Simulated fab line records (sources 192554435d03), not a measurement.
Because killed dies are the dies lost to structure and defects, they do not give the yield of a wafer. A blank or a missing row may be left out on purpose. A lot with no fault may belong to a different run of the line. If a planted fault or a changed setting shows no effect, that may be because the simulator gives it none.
fab line records ; flow n5_finfet
record: lots: 7; wafers: 39
route steps=1938 shown PMOS_HMC_CHANNEL_EPI@78 FIN_SAQP@96 DUMMY_GATE@215 GATE_CUT@466
start_h: start of the lot's first displayed wafer, in hours after the record's first day ; wait_h: hours since the lot's step before ; " unchanged from the row above ; L1.1+2: a single row standing in for several wafers ; - no value, or no start given ; * or withheld: withheld ; < > ~ a bound
route shown NAME@n: names a module that has steps shown in the file, with the first one's number in the route ; usual: mean and standard deviation over wafers with no fault ; same: alike in all rows ; chamber/n: place in a boat ; sites: readings site by site ; _std_site: how widely they spread, as a standard deviation ; _edge_site: inner sites' mean taken away from outer sites' mean ; radius_mm: how far each site lies from the wafer's centre ; mask NAME#n: copy n ; behind: tool/chamber where the wafer was last shaped ; hold: cause of the lot's hold/its duration in hours/its outcome ; device: which transistor (n, p or np) failed to switch ; end of line: the route-end tests of the same wafers ; a step with no rows: only its recipe ; killed: the dies lost at the first sort to structure and to defects; this is not the yield of the wafer ; map: dies across one wafer; x = killed, . = not, _ = none there
set.NAME: setting as actually run; set.NAME@STEP: the setting as run at that earlier step ; model.NAME: the simulator's own value behind a step, which no gauge read
lots run with intentionally changed settings; tables by step, rows by wafer
== steps ==
step: N5_PMOS_HMC_CHANNEL_EPI_EPI_20
recipe: material: SiGe30; mask_material: SiO2; pressure_torr: 20; target_thk_a: 590; temp_c: 600
lot.wafer;tool;chamber;start_h;wait_h;set.temp_c;model.SiGe30_of_PMOS_HMC_CHANNEL_EPI_EPI_20.thk_nm
L074.1;epi_rpcvd-04;0;18.54;0.0;600;59.02
L074.2;epi_rpcvd-04;0;18.54;0.0;600;59.14
L074.3;epi_rpcvd-04;0;18.54;0.0;596;55.01
L074.4;epi_rpcvd-04;0;18.54;0.0;600;58.67
L074.5;epi_rpcvd-04;0;18.54;0.0;596;55.21
L074.6;epi_rpcvd-04;0;18.54;0.0;596;54.92
L075.1;epi_rpcvd-02;0;24.31;0.0;594.4;53.79
L075.2;epi_rpcvd-02;0;24.31;0.0;600;58.4
L075.3;epi_rpcvd-02;0;24.31;0.0;594.4;53.91
L075.4;epi_rpcvd-02;0;24.31;0.0;600;59.76
L075.5;epi_rpcvd-02;0;24.31;0.0;600;59.2
L075.6;epi_rpcvd-02;0;24.31;0.0;594.4;53.32
L078.1;epi_rpcvd-02;0;42.29;0.0;600;58.98
L078.2;epi_rpcvd-02;0;42.29;0.0;600;59.52
L078.3;epi_rpcvd-02;0;42.29;0.0;596.6;56.25
L078.4;epi_rpcvd-02;0;42.29;0.0;600;58.8
L078.5;epi_rpcvd-02;0;42.29;0.0;596.6;55.97
L078.6;epi_rpcvd-02;0;42.29;0.0;596.6;55.63
L079.1+2;epi_rpcvd-03;0;48.40;0.0;600;60.22
L079.5;epi_rpcvd-03;0;49.47;1.1;600;59.27
L083.1;epi_rpcvd-02;0;72.42;0.0;593.1;51.96
L083.2;epi_rpcvd-02;0;72.42;0.0;593.1;52.87
L083.3;epi_rpcvd-02;0;72.42;0.0;600;58.4
L083.4;epi_rpcvd-02;0;72.42;0.0;600;58.67
L083.5;epi_rpcvd-02;0;72.42;0.0;600;59.82
L083.6;epi_rpcvd-02;0;72.42;0.0;593.1;52.02
L084.1;epi_rpcvd-04;0;78.26;0.0;600;58.37
L084.2;epi_rpcvd-04;0;78.26;0.0;595.1;53.26
L084.3;epi_rpcvd-04;0;78.26;0.0;600;58.02
L084.4;epi_rpcvd-04;0;78.26;0.0;600;58.09
L084.5;epi_rpcvd-04;0;78.26;0.0;595.1;53.37
L084.6;epi_rpcvd-04;0;78.26;0.0;595.1;53.28
L086.1;epi_rpcvd-02;0;90.74;0.0;604.2;64.65
L086.2;epi_rpcvd-02;0;90.74;0.0;600;59.1
L086.3;epi_rpcvd-02;0;90.74;0.0;600;59.76
L086.4;epi_rpcvd-02;0;90.74;0.0;604.2;64.1
L086.5;epi_rpcvd-02;0;90.74;0.0;604.2;63.68
L086.6;epi_rpcvd-02;0;90.74;0.0;600;59.39
step: N5_FIN_SAQP_HM_DEP_03
recipe: material: SiNx; target_thk_a: 380; temp_c: 400; precursor: SiH4/NH3/N2; pressure_torr: 1.5; rf_w: 300; time_s: 33.6
lot.wafer;tool;chamber;start_h;wait_h;set.time_s;model.SiNx_of_FIN_SAQP_HM_DEP_03.thk_nm
L074.1;pecvd-01;0;21.19;0.2;36.79;41.15
L074.2;pecvd-01;1;21.19;0.2;36.79;41.18
L074.3;pecvd-01;2;21.19;0.2;33.6;38.05
L074.4;pecvd-01;2;21.19;0.2;33.6;38.33
L074.5;pecvd-01;1;21.19;0.2;33.6;38.67
L074.6;pecvd-01;0;21.19;0.2;36.79;41.94
L075.1;pecvd-01;0;27.00;0.2;33.6;37.88
L075.2;pecvd-01;1;27.00;0.2;28.73;32.03
L075.3;pecvd-01;2;27.00;0.2;33.6;37.63
L075.4;pecvd-01;2;27.00;0.2;28.73;32.3
L075.5;pecvd-01;1;27.00;0.2;33.6;38.22
L075.6;pecvd-01;0;27.00;0.2;28.73;32.95
L078.1;pecvd-01;1;45.19;0.2;33.6;37.35
L078.2;pecvd-01;0;45.19;0.2;38.63;44.23
L078.3;pecvd-01;1;45.19;0.2;33.6;38.04
L078.4;pecvd-01;0;45.19;0.2;33.6;38.72
L078.5;pecvd-01;0;45.19;0.2;38.63;44.31
L078.6;pecvd-01;1;45.19;0.2;38.63;44.41
L079.1;pecvd-04;0;51.75;0.2;33.6;37.78
L079.2;pecvd-04;2;51.75;0.2;33.6;37.81
L079.5;pecvd-04;0;51.75;0.2;33.6;38.21
L083.1;pecvd-04;1;75.44;0.2;31.67;34.83
L083.2;pecvd-04;2;75.44;0.2;31.67;35.01
L083.3;pecvd-04;0;75.44;0.2;33.6;36.96
L083.4;pecvd-04;1;75.44;0.2;33.6;37.96
L083.5;pecvd-04;2;75.44;0.2;31.67;35.35
L083.6;pecvd-04;0;75.44;0.2;33.6;37.47
L084.1;pecvd-01;2;81.12;0.2;33.6;37.89
L084.2;pecvd-01;0;81.12;0.2;37.33;42.23
L084.3;pecvd-01;1;81.12;0.2;37.33;42.05
L084.4;pecvd-01;1;81.12;0.2;33.6;38.46
L084.5;pecvd-01;0;81.12;0.2;33.6;38.56
L084.6;pecvd-01;2;81.12;0.2;37.33;43.04
L086.1;pecvd-04;0;93.93;0.2;28.46;32.37
L086.2;pecvd-04;1;93.93;0.2;28.46;32.51
L086.3;pecvd-04;2;93.93;0.2;33.6;38.48
L086.4;pecvd-04;0;93.93;0.2;33.6;38.87
L086.5;pecvd-04;1;93.93;0.2;28.46;32.92
L086.6;pecvd-04;2;93.93;0.2;33.6;39.08
step: N5_FIN_SAQP_THK_MEAS_05
usual: thk_nm: 38.0/0.5
lot.wafer;tool;chamber;start_h;wait_h;set.time_s@FIN_SAQP_HM_DEP_03;thk_nm
L074.1;film_metro-02;-;21.28;0.1;36.79;41.1
L074.2;film_metro-02;-;21.28;0.1;36.79;41.2
L074.3;film_metro-02;-;21.28;0.1;33.6;38.1
L074.4;film_metro-02;-;21.28;0.1;33.6;38.3
L074.5;film_metro-02;-;21.28;0.1;33.6;38.7
L074.6;film_metro-02;-;21.28;0.1;36.79;41.9
L075.1;film_metro-01;-;27.08;0.1;33.6;37.9
L075.2;film_metro-01;-;27.08;0.1;28.73;32.1
L075.3;film_metro-01;-;27.08;0.1;33.6;37.7
L075.4;film_metro-01;-;27.08;0.1;28.73;32.3
L075.5;film_metro-01;-;27.08;0.1;33.6;38.2
L075.6;film_metro-01;-;27.08;0.1;28.73;33.0
L078.1;film_metro-01;-;45.30;0.1;33.6;37.3
L078.2;film_metro-01;-;45.30;0.1;38.63;44.2
L078.3;film_metro-01;-;45.30;0.1;33.6;38.1
L078.4;film_metro-01;-;45.30;0.1;33.6;38.7
L078.5;film_metro-01;-;45.30;0.1;38.63;44.3
L078.6;film_metro-01;-;45.30;0.1;38.63;44.3
L079.1;film_metro-01;-;51.84;0.1;33.6;37.8
L079.2;film_metro-01;-;51.84;0.1;33.6;37.8
L079.5;film_metro-01;-;51.84;0.1;33.6;38.3
L083.1;film_metro-01;-;75.53;0.1;31.67;34.9
L083.2;film_metro-01;-;75.53;0.1;31.67;35.0
L083.3;film_metro-01;-;75.53;0.1;33.6;37.0
L083.4;film_metro-01;-;75.53;0.1;33.6;38.0
L083.5;film_metro-01;-;75.53;0.1;31.67;35.3
L083.6;film_metro-01;-;75.53;0.1;33.6;37.5
L084.1;film_metro-02;-;81.21;0.1;33.6;37.9
L084.2;film_metro-02;-;81.21;0.1;37.33;42.2
L084.3;film_metro-02;-;81.21;0.1;37.33;42.1
L084.4;film_metro-02;-;81.21;0.1;33.6;38.4
L084.5;film_metro-02;-;81.21;0.1;33.6;38.6
L084.6;film_metro-02;-;81.21;0.1;37.33;43.1
L086.1;film_metro-01;-;94.02;0.1;28.46;32.3
L086.2;film_metro-01;-;94.02;0.1;28.46;32.4
L086.3;film_metro-01;-;94.02;0.1;33.6;38.5
L086.4;film_metro-01;-;94.02;0.1;33.6;38.9
L086.5;film_metro-01;-;94.02;0.1;28.46;32.9
L086.6;film_metro-01;-;94.02;0.1;33.6;39.1
step: N5_FIN_SAQP_PECVD_47
recipe: material: a-Si; target_thk_a: 450; temp_c: 400; precursor: SiH4/He; pressure_torr: 3; rf_w: 100; time_s: 36.3
step: N5_FIN_SAQP_PECVD_48
recipe: material: SiNx; target_thk_a: 250; temp_c: 400; precursor: SiH4/NH3/N2; pressure_torr: 1.5; rf_w: 300; time_s: 22.1
step: N5_FIN_SAQP_MANDREL2_REMOVE_60
recipe: chemistry: HBr/Cl2/O2; bt_time_s: 10; target: a-Si; stop_on: SiNx; endpoint: OES-SiCl; over_etch_frac: 1; icp_w: 600; bias_w: 22; HBr_flow_sccm: 150; Cl2_flow_sccm: 80; O2_flow_sccm: 5; pressure_mtorr: 10
step: N5_FIN_SAQP_HM_OPEN_33
recipe: chemistry: CH3F/O2; target: SiNx; mask_material: SiO2; target_depth_a: 494; time_s: 70.6; pressure_mtorr: 30; source_w: 395; bias_w: 73; Ar_flow_sccm: 150; CH3F_flow_sccm: 30; O2_flow_sccm: 20; ion_energy_ev: 120; ends: cleared
usual: etch_rf_on_time_s: 69.7/1.3
lot.wafer;tool;chamber;start_h;wait_h;set.time_s@FIN_SAQP_HM_DEP_03;etch_rf_on_time_s;model.etch.depth_nm
L074.1;rie_diel-06;1;26.29;0.1;36.79;75.3;40.52
L074.2;rie_diel-06;0;26.29;0.1;36.79;78.6;40.52
L074.3;rie_diel-06;2;26.29;0.1;33.6;70.2;37.42
L074.4;rie_diel-06;3;26.29;0.1;33.6;70.3;37.7
L074.5;rie_diel-06;1;26.29;0.1;33.6;71.3;38.04
L074.6;rie_diel-06;0;26.29;0.1;36.79;79.5;41.31
L075.1;rie_diel-05;3;31.93;0.3;33.6;69.3;37.26
L075.2;rie_diel-05;2;31.93;0.3;28.73;60.2;31.41
L075.3;rie_diel-05;0;31.93;0.3;33.6;68.7;37
L075.4;rie_diel-05;1;31.93;0.3;28.73;58.7;31.67
L075.5;rie_diel-05;0;31.93;0.3;33.6;70.3;37.6
L075.6;rie_diel-05;1;31.93;0.3;28.73;59.7;32.33
L078.1;rie_diel-05;2;49.79;0.0;33.6;69.9;36.72
L078.2;rie_diel-05;1;49.79;0.0;38.63;80.4;43.6
L078.3;rie_diel-05;0;49.79;0.0;33.6;69.6;37.41
L078.4;rie_diel-05;1;49.79;0.0;33.6;70.1;38.1
L078.5;rie_diel-05;2;49.79;0.0;38.63;83.2;43.69
L078.6;rie_diel-05;0;49.79;0.0;38.63;81.1;43.78
L079.1;rie_diel-05;0;56.55;0.0;33.6;68.7;37.15
L079.2;rie_diel-05;2;56.55;0.0;33.6;70.8;37.18
L079.5;rie_diel-05;2;56.55;0.0;33.6;71.7;37.58
L083.1;rie_diel-02;1;82.00;0.0;31.67;64.4;34.21
L083.2;rie_diel-02;2;82.00;0.0;31.67;63.4;34.35
L083.3;rie_diel-02;3;82.00;0.0;33.6;69.3;36.33
L083.4;rie_diel-02;0;82.00;0.0;33.6;70.1;37.33
L083.5;rie_diel-02;0;82.00;0.0;31.67;65.8;34.72
L083.6;rie_diel-02;1;82.00;0.0;33.6;69.8;36.84
L084.1;rie_diel-06;1;85.84;0.0;33.6;69.0;37.26
L084.2;rie_diel-06;3;85.84;0.0;37.33;77.4;41.6
L084.3;rie_diel-06;0;85.84;0.0;37.33;76.4;41.42
L084.4;rie_diel-06;2;85.84;0.0;33.6;70.4;37.83
L084.5;rie_diel-06;0;85.84;0.0;33.6;69.8;37.93
L084.6;rie_diel-06;3;85.84;0.0;37.33;79.6;42.41
L086.1;rie_diel-06;3;100.05;0.2;28.46;59.7;31.75
L086.2;rie_diel-06;1;100.05;0.2;28.46;58.7;31.89
L086.3;rie_diel-06;0;100.05;0.2;33.6;70.3;37.86
L086.4;rie_diel-06;2;100.05;0.2;33.6;71.3;38.25
L086.5;rie_diel-06;3;100.05;0.2;28.46;61.4;32.29
L086.6;rie_diel-06;0;100.05;0.2;33.6;70.7;38.45
step: N5_DUMMY_GATE_CVD_03
recipe: material: a-Si; target_thk_a: 1500; temp_c: 530; precursor: SiH4; time_s: 8042
lot.wafer;tool;chamber;start_h;wait_h;set.target_thk_a;model.a-Si_of_DUMMY_GATE_CVD_03.thk_nm
L074.1;-;-;-;0.1;1310;132.8
L074.2;-;-;-;0.1;1310;132
L074.3;-;-;-;0.1;1310;133.2
L074.4;-;-;-;0.1;1310;131.6
L074.5;-;-;-;0.1;1310;133
L074.6;-;-;-;0.1;1310;132.6
L075.1+5;-;-;-;0.1;1631;162.2
L075.2;-;-;-;0.1;1631;161.4
L075.3+6;-;-;-;0.1;1631;162.4
L075.4;-;-;-;0.1;1631;163.8
L078.1;-;-;-;0.1;1712;169.4
L078.2;-;-;-;0.1;1712;171
L078.3;-;-;-;0.1;1712;170.2
L078.4;-;-;-;0.1;1712;169.6
L078.5+6;-;-;-;0.1;1712;170
L079.1;lpcvd-02;1/90;69.41;1.9;1500;147.8
L079.2;lpcvd-02;1/95;69.41;1.9;1500;148.8
L079.5;lpcvd-02;1/109;69.41;1.9;1500;148
L083.1;-;-;-;0.1;1500;149.4
L083.2;-;-;-;0.1;1500;150.2
L083.3;-;-;-;0.1;1500;148.4
L083.4;-;-;-;0.1;1500;150
L083.5;-;-;-;0.1;1500;150.4
L083.6;-;-;-;0.1;1500;149.6
L084.1+2+6;-;-;-;0.1;1329;135.8
L084.3;-;-;-;0.1;1329;134.8
L084.4;-;-;-;0.1;1329;134
L084.5;-;-;-;0.1;1329;135.6
L086.1;-;-;-;0.1;1500;149.4
L086.2;-;-;-;0.1;1500;150.2
L086.3;-;-;-;0.1;1500;149.2
L086.4;-;-;-;0.1;1500;150.6
L086.5;-;-;-;0.1;1500;149.8
L086.6;-;-;-;0.1;1500;150
step: N5_DUMMY_GATE_ETCH_37
recipe: chemistry: N2/H2; target: SOC; target_depth_a: 600; overetch_a: 300; temp_c: 40; ion_energy_ev: 200; pressure_mtorr: 30; source_w: 840; bias_w: 150; n2_flow_sccm: 200; h2_flow_sccm: 200
usual: rf_vpp_V: 524.1/2.5
lot.wafer;tool;chamber;start_h;wait_h;set.source_w;rf_vpp_V
L074.1;rie_diel-01;1;46.03;0.0;752.4;539.6
L074.2;rie_diel-01;0;46.03;0.0;840;523.1
L074.3;rie_diel-01;3;46.03;0.0;752.4;546.1
L074.4;rie_diel-01;2;46.03;0.0;752.4;546.9
L074.5;rie_diel-01;3;46.03;0.0;840;526.4
L074.6;rie_diel-01;2;46.03;0.0;840;525.7
L075.1;rie_diel-01;0;53.59;0.0;840;521.9
L075.2;rie_diel-01;1;53.59;0.0;840;521.3
L075.3;rie_diel-01;3;53.59;0.0;840;528.5
L075.4;rie_diel-01;2;53.59;0.0;840;528.4
L075.5;rie_diel-01;0;53.59;0.0;840;522.5
L075.6;rie_diel-01;3;53.59;0.0;840;527.7
L078.1;rie_diel-03;3;70.16;0.0;894.1;510.4
L078.2;rie_diel-03;0;70.16;0.0;894.1;514.3
L078.3;rie_diel-03;1;70.16;0.0;894.1;516.4
L078.4;rie_diel-03;2;70.16;0.0;840;528.0
L078.5;rie_diel-03;0;70.16;0.0;840;524.1
L078.6;rie_diel-03;1;70.16;0.0;840;526.4
L079.1;rie_diel-01;0;77.96;0.0;840;522.5
L079.2;rie_diel-01;1;77.96;0.0;840;520.1
L079.5;rie_diel-01;3;77.96;0.0;840;526.1
L083.1;rie_diel-01;1;102.12;0.0;840;521.3
L083.2;rie_diel-01;2;102.12;0.0;722.1;553.6
L083.3;rie_diel-01;3;102.12;0.0;722.1;554.3
L083.4;rie_diel-01;0;102.12;0.0;722.1;549.5
L083.5;rie_diel-01;3;102.12;0.0;840;525.8
L083.6;rie_diel-01;2;102.12;0.0;840;527.2
L084.1;rie_diel-04;0;106.27;0.0;840;525.5
L084.2;rie_diel-04;2;106.27;0.0;964;498.1
L084.3;rie_diel-04;1;106.27;0.0;964;498.3
L084.4;rie_diel-04;3;106.27;0.0;840;524.0
L084.5;rie_diel-04;2;106.27;0.0;964;499.2
L084.6;rie_diel-04;1;106.27;0.0;840;521.8
L086.1;rie_diel-01;0;122.28;0.0;727.9;546.8
L086.2;rie_diel-01;2;122.28;0.0;840;526.1
L086.3;rie_diel-01;3;122.28;0.0;840;527.5
L086.4;rie_diel-01;1;122.28;0.0;840;521.4
L086.5;rie_diel-01;2;122.28;0.0;727.9;552.3
L086.6;rie_diel-01;1;122.28;0.0;727.9;546.9
step: N5_GATE_CUT_ETCH_56
recipe: chemistry: Cl2/Ar; target: TiN; target_depth_a: 216; pressure_mtorr: 10; icp_w: 600; bias_w: 60; Cl2_flow_sccm: 40; Ar_flow_sccm: 60
lot.wafer;tool;chamber;start_h;wait_h;set.icp_w;model.etch.depth_nm
L074.1;rie_metal-02;1;78.20;0.1;685.3;23.97
L074.2;rie_metal-02;0;78.20;0.1;685.3;24.06
L074.3;rie_metal-02;0;78.20;0.1;600;21.33
L074.4;rie_metal-02;1;78.20;0.1;685.3;24.11
L074.5;rie_metal-02;0;78.20;0.1;600;21.35
L074.6;rie_metal-02;1;78.20;0.1;600;21.34
L075.1;rie_metal-03;0;87.85;0.1;600;21.64
L075.2;rie_metal-03;1;87.85;0.1;600;22.12
L075.3;rie_metal-03;1;87.85;0.1;600;22.06
L075.4;rie_metal-03;0;87.85;0.1;533.7;19.59
L075.5;rie_metal-03;1;87.85;0.1;533.7;19.99
L075.6;rie_metal-03;0;87.85;0.1;533.7;19.57
L078.1;rie_metal-02;0;103.34;0.1;526.3;19.11
L078.2;rie_metal-02;1;103.34;0.1;526.3;19.27
L078.3;rie_metal-02;1;103.34;0.1;526.3;19.14
L078.4;rie_metal-02;0;103.34;0.1;600;21.54
L078.5;rie_metal-02;1;103.34;0.1;600;21.67
L078.6;rie_metal-02;0;103.34;0.1;600;21.44
L079.1;rie_metal-03;0;110.86;0.1;600;21.82
L079.2;rie_metal-03;1;110.86;0.1;600;21.98
L079.5;rie_metal-03;1;110.86;0.1;600;22.32
L083.1;rie_metal-03;0;134.04;0.1;600;21.6
L083.2;rie_metal-03;1;134.04;0.1;600;22.05
L083.3;rie_metal-03;1;134.04;0.1;600;21.78
L083.4;rie_metal-03;0;134.04;0.1;600;21.56
L083.5;rie_metal-03;1;134.04;0.1;600;21.71
L083.6;rie_metal-03;0;134.04;0.1;600;21.35
L084.1;rie_metal-03;1;138.32;0.1;600;21.78
L084.2;rie_metal-03;0;138.32;0.1;570.3;20.75
L084.3;rie_metal-03;1;138.32;0.1;570.3;20.98
L084.4;rie_metal-03;0;138.32;0.1;600;21.52
L084.5;rie_metal-03;1;138.32;0.1;600;21.82
L084.6;rie_metal-03;0;138.32;0.1;570.3;20.63
L086.1;rie_metal-01;0;154.57;0.1;600;21.39
L086.2;rie_metal-01;1;154.57;0.1;600;22.24
L086.3;rie_metal-01;1;154.57;0.1;600;21.94
L086.4;rie_metal-01;0;154.57;0.1;600;21.47
L086.5;rie_metal-01;1;154.57;0.1;600;22.16
L086.6;rie_metal-01;0;154.57;0.1;600;21.52
== key ==
split: step: N5_PMOS_HMC_CHANNEL_EPI_EPI_20; setting: temp_c; stated: 600; by: wafer
response: step: N5_PMOS_HMC_CHANNEL_EPI_EPI_20; reading: model.SiGe30_of_PMOS_HMC_CHANNEL_EPI_EPI_20.thk_nm; change: +5.93; per: 1%; r: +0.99
split: step: N5_FIN_SAQP_HM_DEP_03; setting: time_s; stated: 33.6; by: wafer
response: step: N5_FIN_SAQP_HM_DEP_03; reading: model.SiNx_of_FIN_SAQP_HM_DEP_03.thk_nm; change: +0.391; per: 1%; r: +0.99
response: step: N5_FIN_SAQP_THK_MEAS_05; reading: thk_nm; change: *; per: 1%; r: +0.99
response: step: N5_FIN_SAQP_HM_OPEN_33; reading: etch_rf_on_time_s; change: *; per: 1%; r: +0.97
response: step: N5_FIN_SAQP_HM_OPEN_33; reading: model.etch.depth_nm; change: +0.391; per: 1%; r: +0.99
split: step: N5_DUMMY_GATE_CVD_03; setting: target_thk_a; stated: 1500; by: lot
response: step: N5_DUMMY_GATE_CVD_03; reading: model.a-Si_of_DUMMY_GATE_CVD_03.thk_nm; change: +1.38; per: 1%; r: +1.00
split: step: N5_DUMMY_GATE_ETCH_37; setting: source_w; stated: 840; by: wafer
response: step: N5_DUMMY_GATE_ETCH_37; reading: rf_vpp_V; change: -1.83; per: 1%; r: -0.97
split: step: N5_GATE_CUT_ETCH_56; setting: icp_w; stated: 600; by: wafer
response: step: N5_GATE_CUT_ETCH_56; reading: model.etch.depth_nm; change: +0.194; per: 1%; r: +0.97
